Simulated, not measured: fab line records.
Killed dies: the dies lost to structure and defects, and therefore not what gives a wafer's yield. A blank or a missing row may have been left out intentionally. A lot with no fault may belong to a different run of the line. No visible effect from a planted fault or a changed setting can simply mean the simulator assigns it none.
Which tool did it? :: flow nand harc :: 39 wafers from 13 lots sampled at 5 of the route's 1302 steps

== WHAT EACH GAUGE READ, for each wafer ==
NHARC_A_SLIT_INSPECT_11. Usual: raw defect count reads 60 (standard deviation 31).
lot: L433
measured: day 20 05:55
on: defect inspect-02
raw defect count: 28 18 17
flag: 

lot: L432
measured: day 20 06:58
on: defect inspect-01
raw defect count: 120 124 100
flag: 

lot: L436
measured: day 20 21:41
on: defect inspect-01
raw defect count: 101 111 117
flag: 

lot: L435
measured: day 21 13:37
on: defect inspect-01
raw defect count: 73 67 69
flag: 

lot: L437
measured: day 22 09:53
on: defect inspect-01
raw defect count: 77 81 92
flag: 

lot: L438
measured: day 23 05:09
on: defect inspect-01
raw defect count: 59 62 58
flag: 

lot: L441
measured: day 23 14:35
on: defect inspect-01
raw defect count: 106 113 88
flag: 

lot: L443
measured: day 24 03:34
on: defect inspect-02
raw defect count: 81 86 79
flag: 

lot: L445
measured: day 25 02:11
on: defect inspect-01
raw defect count: 19 14 20
flag: 

lot: L450
measured: day 27 02:35
on: defect inspect-01
raw defect count: 51 56 50
flag: 

lot: L451
measured: day 27 11:08
on: defect inspect-02
raw defect count: 86 114 105
flag: 

lot: L454
measured: day 28 11:42
on: defect inspect-01
raw defect count: 31 32 28
flag: 

lot: L455
measured: day 29 08:34
on: defect inspect-02
raw defect count: 31 38 37
flag: 

NHARC_END_SORT_01. Usual: killed at array 57, standard deviation 18; killed at other 0.9, standard deviation 1.3; killed at periphery 3.5, standard deviation 2.2; killed dies 62, standard deviation 18; killed open 3.0, standard deviation 1.7; killed short 2.3, standard deviation 1.5.
lot: L451
measured: day 31 20:43
on: prober-02
killed at array: 62 62 69
killed at other: 1 2 1
killed at periphery: 1 1 3
killed dies: 64 65 73
killed open: 4 3 0
killed short: 2 4 1
flag: 

== TOOL THAT RAN EACH LOT (tool first, then ch and the chambers of the sampled wafers, then the start) ==
lot: L433
NHARC_A_WL_FILL_ALD_02: ald metal-03 ch 0,1,3, day 20 19:39
NHARC_A_WL_FILL_CVD_03: cvd w-02 ch 0,1, day 20 20:03
NHARC_A_WL_FILL_STRIP_27: plasma asher-02 ch 0,1, day 20 20:49

lot: L432
NHARC_A_WL_FILL_ALD_02: ald metal-02 ch 2,3, day 20 21:13
NHARC_A_WL_FILL_CVD_03: cvd w-01 ch 0,1, day 20 21:40
NHARC_A_WL_FILL_STRIP_27: plasma asher-01 ch 0,1, day 20 22:25

lot: L436
NHARC_A_WL_FILL_ALD_02: ald metal-01 ch 0,3, day 21 12:46
NHARC_A_WL_FILL_CVD_03: cvd w-02 ch 0,1, day 21 13:19
NHARC_A_WL_FILL_STRIP_27: plasma asher-02 ch 0,1, day 21 13:58

lot: L435
NHARC_A_WL_FILL_ALD_02: ald metal-01 ch 0,1,3, day 22 03:50
NHARC_A_WL_FILL_CVD_03: cvd w-02 ch 0,1, day 22 04:13
NHARC_A_WL_FILL_STRIP_27: plasma asher-01 ch 0,1, day 22 04:57

lot: L437
NHARC_A_WL_FILL_ALD_02: ald metal-03 ch 1,3, day 22 23:31
NHARC_A_WL_FILL_CVD_03: cvd w-01 ch 0,1, day 22 23:58
NHARC_A_WL_FILL_STRIP_27: plasma asher-02 ch 0,1, day 23 00:43

lot: L438
NHARC_A_WL_FILL_ALD_02: ald metal-03 ch 0,1,3, day 23 18:46
NHARC_A_WL_FILL_CVD_03: cvd w-02 ch 0,1, day 23 19:14
NHARC_A_WL_FILL_STRIP_27: plasma asher-01 ch 0,1, day 23 20:07

lot: L441
NHARC_A_WL_FILL_ALD_02: ald metal-01 ch 0,3, day 24 04:14
NHARC_A_WL_FILL_CVD_03: cvd w-02 ch 0,1, day 24 04:43
NHARC_A_WL_FILL_STRIP_27: plasma asher-02 ch 0,1, day 24 05:25

lot: L443
NHARC_A_WL_FILL_ALD_02: ald metal-01 ch 1,2, day 24 20:27
NHARC_A_WL_FILL_CVD_03: cvd w-01 ch 0, day 24 20:56
NHARC_A_WL_FILL_STRIP_27: plasma asher-01 ch 0,1, day 24 21:55

lot: L445
NHARC_A_WL_FILL_ALD_02: ald metal-03 ch 1,2,3, day 25 15:54
NHARC_A_WL_FILL_CVD_03: cvd w-02 ch 0,1, day 25 16:20
NHARC_A_WL_FILL_STRIP_27: plasma asher-01 ch 0,1, day 25 17:05

lot: L450
NHARC_A_WL_FILL_ALD_02: ald metal-01 ch 0,1,3, day 27 16:10
NHARC_A_WL_FILL_CVD_03: cvd w-01 ch 0,1, day 27 16:35
NHARC_A_WL_FILL_STRIP_27: plasma asher-02 ch 0,1, day 27 17:21

lot: L451
NHARC_A_WL_FILL_ALD_02: ald metal-01 ch 0,2,3, day 28 00:46
NHARC_A_WL_FILL_CVD_03: cvd w-02 ch 1, day 28 01:17
NHARC_A_WL_FILL_STRIP_27: plasma asher-01 ch 0,1, day 28 02:22

lot: L454
NHARC_A_WL_FILL_ALD_02: ald metal-03 ch 0,1,3, day 29 03:29
NHARC_A_WL_FILL_CVD_03: cvd w-01 ch 0, day 29 03:59
NHARC_A_WL_FILL_STRIP_27: plasma asher-02 ch 0,1, day 29 04:41

lot: L455
NHARC_A_WL_FILL_ALD_02: ald metal-02 ch 1,2,3, day 29 22:55
NHARC_A_WL_FILL_CVD_03: cvd w-01 ch 0,1, day 29 23:22
NHARC_A_WL_FILL_STRIP_27: plasma asher-02 ch 0,1, day 30 00:07
- NHARC_A_WL_FILL_ALD_02: deposits TiN, target thk 2 nm, pulse time 3 s, ald cycles 100.
- NHARC_A_WL_FILL_CVD_03: deposits W, target thk 40 nm, time 279 s.
- NHARC_A_WL_FILL_STRIP_27: strips in N2/H2, time 20 s.

== AS READ BY THE TOOLS THEMSELVES (means over the sampled wafers that have a number; for cases with no such wafer, the mark the record gives instead) ==
NHARC_A_WL_FILL_ALD_02. Usual: heater power w 1108 W, standard deviation 88; precursor pulse height rel 0.999, standard deviation 0.02.
lot: L433
tool: ald metal-03
heater power w (W): 1061
precursor pulse height rel: 0.989
flag: 

lot: L432
tool: ald metal-02
heater power w (W): 1105
precursor pulse height rel: 1.012
flag: 

lot: L436
tool: ald metal-01
heater power w (W): 1287
precursor pulse height rel: 0.982
flag: 

lot: L435
tool: ald metal-01
heater power w (W): 1186
precursor pulse height rel: 0.988
flag: 

lot: L437
tool: ald metal-03
heater power w (W): 1063
precursor pulse height rel: 0.974
flag: 

lot: L438
tool: ald metal-03
heater power w (W): 1057
precursor pulse height rel: 0.993
flag: 

lot: L441
tool: ald metal-01
heater power w (W): 1276
precursor pulse height rel: 1.007
flag: 

lot: L443
tool: ald metal-01
heater power w (W): 1132
precursor pulse height rel: 1.012
flag: 

lot: L445
tool: ald metal-03
heater power w (W): 1069
precursor pulse height rel: 1.012
flag: 

lot: L450
tool: ald metal-01
heater power w (W): 1190
precursor pulse height rel: 0.997
flag: 

lot: L451
tool: ald metal-01
heater power w (W): 1208
precursor pulse height rel: 0.985
flag: 

lot: L454
tool: ald metal-03
heater power w (W): 1073
precursor pulse height rel: 1.008
flag: 

lot: L455
tool: ald metal-02
heater power w (W): 1110
precursor pulse height rel: 0.982
flag: 

NHARC_A_WL_FILL_CVD_03. Usual: heater power w 512 W, standard deviation 57; mfc wf6 sccm 40.00 sccm, standard deviation 0.12; throttle valve pct 7.9 %, standard deviation 0.34.
lot: L433
tool: cvd w-02
heater power w (W): 476
mfc wf6 sccm (sccm): 40.09
throttle valve pct (%): 7.9
flag: 

lot: L432
tool: cvd w-01
heater power w (W): 573
mfc wf6 sccm (sccm): 39.99
throttle valve pct (%): 7.8
flag: 

lot: L436
tool: cvd w-02
heater power w (W): 477
mfc wf6 sccm (sccm): 40.03
throttle valve pct (%): 7.9
flag: 

lot: L435
tool: cvd w-02
heater power w (W): 452
mfc wf6 sccm (sccm): 40.10
throttle valve pct (%): 7.9
flag: 

lot: L437
tool: cvd w-01
heater power w (W): 570
mfc wf6 sccm (sccm): 39.94
throttle valve pct (%): 7.9
flag: 

lot: L438
tool: cvd w-02
heater power w (W): 476
mfc wf6 sccm (sccm): 39.95
throttle valve pct (%): 8.0
flag: 

lot: L441
tool: cvd w-02
heater power w (W): 457
mfc wf6 sccm (sccm): 39.91
throttle valve pct (%): 7.9
flag: 

lot: L443
tool: cvd w-01
heater power w (W): 571
mfc wf6 sccm (sccm): 39.95
throttle valve pct (%): 7.3
flag: 

lot: L445
tool: cvd w-02
heater power w (W): 479
mfc wf6 sccm (sccm): 40.07
throttle valve pct (%): 7.9
flag: 

lot: L450
tool: cvd w-01
heater power w (W): 571
mfc wf6 sccm (sccm): 39.87
throttle valve pct (%): 7.5
flag: 

lot: L451
tool: cvd w-02
heater power w (W): 475
mfc wf6 sccm (sccm): 39.95
throttle valve pct (%): 7.6
flag: 

lot: L454
tool: cvd w-01
heater power w (W): 591
mfc wf6 sccm (sccm): 39.94
throttle valve pct (%): 7.3
flag: 

lot: L455
tool: cvd w-01
heater power w (W): 573
mfc wf6 sccm (sccm): 39.98
throttle valve pct (%): 7.8
flag: 

NHARC_A_WL_FILL_STRIP_27. Usual: drypump motor current A 5.36 A, standard deviation 0.11; heater power w 352 W, standard deviation 25.
lot: L433
tool: plasma asher-02
drypump motor current A (A): 5.45
heater power w (W): 368
flag: 

lot: L432
tool: plasma asher-01
drypump motor current A (A): 5.24
heater power w (W): 330
flag: 

lot: L436
tool: plasma asher-02
drypump motor current A (A): 5.47
heater power w (W): 363
flag: 

lot: L435
tool: plasma asher-01
drypump motor current A (A): 5.32
heater power w (W): 338
flag: 

lot: L437
tool: plasma asher-02
drypump motor current A (A): 5.44
heater power w (W): 367
flag: 

lot: L438
tool: plasma asher-01
drypump motor current A (A): 5.28
heater power w (W): 348
flag: 

lot: L441
tool: plasma asher-02
drypump motor current A (A): 5.41
heater power w (W): 369
flag: 

lot: L443
tool: plasma asher-01
drypump motor current A (A): 5.25
heater power w (W): 328
flag: 

lot: L445
tool: plasma asher-01
drypump motor current A (A): 5.31
heater power w (W): 350
flag: 

lot: L450
tool: plasma asher-02
drypump motor current A (A): 5.43
heater power w (W): 366
flag: 

lot: L451
tool: plasma asher-01
drypump motor current A (A): 5.30
heater power w (W): 354
flag: 

lot: L454
tool: plasma asher-02
drypump motor current A (A): 5.44
heater power w (W): 360
flag: 

lot: L455
tool: plasma asher-02
drypump motor current A (A): 5.46
heater power w (W): 365
flag: 

== THE ANSWER, worked out from the rows above alone ==
Rule: a lot counts as off when the mean over its wafers that have a number is more than 3 standard deviations away from the usual mean. A lot without any number at a reading at which 4 lots or more have one is off too. Where the step has rows for the other lots, those lots are counted as sound. The gauges are gone through in route order, then the tools' own readings, and for those a lot's mean is taken as printed above. At the first step where some lot is off, the reading lying furthest off is the one used; lots without a number count as furthest.
None of the lots is off at any reading shown; this tells nothing.

== WHAT THE SIMULATOR PUT IN ==
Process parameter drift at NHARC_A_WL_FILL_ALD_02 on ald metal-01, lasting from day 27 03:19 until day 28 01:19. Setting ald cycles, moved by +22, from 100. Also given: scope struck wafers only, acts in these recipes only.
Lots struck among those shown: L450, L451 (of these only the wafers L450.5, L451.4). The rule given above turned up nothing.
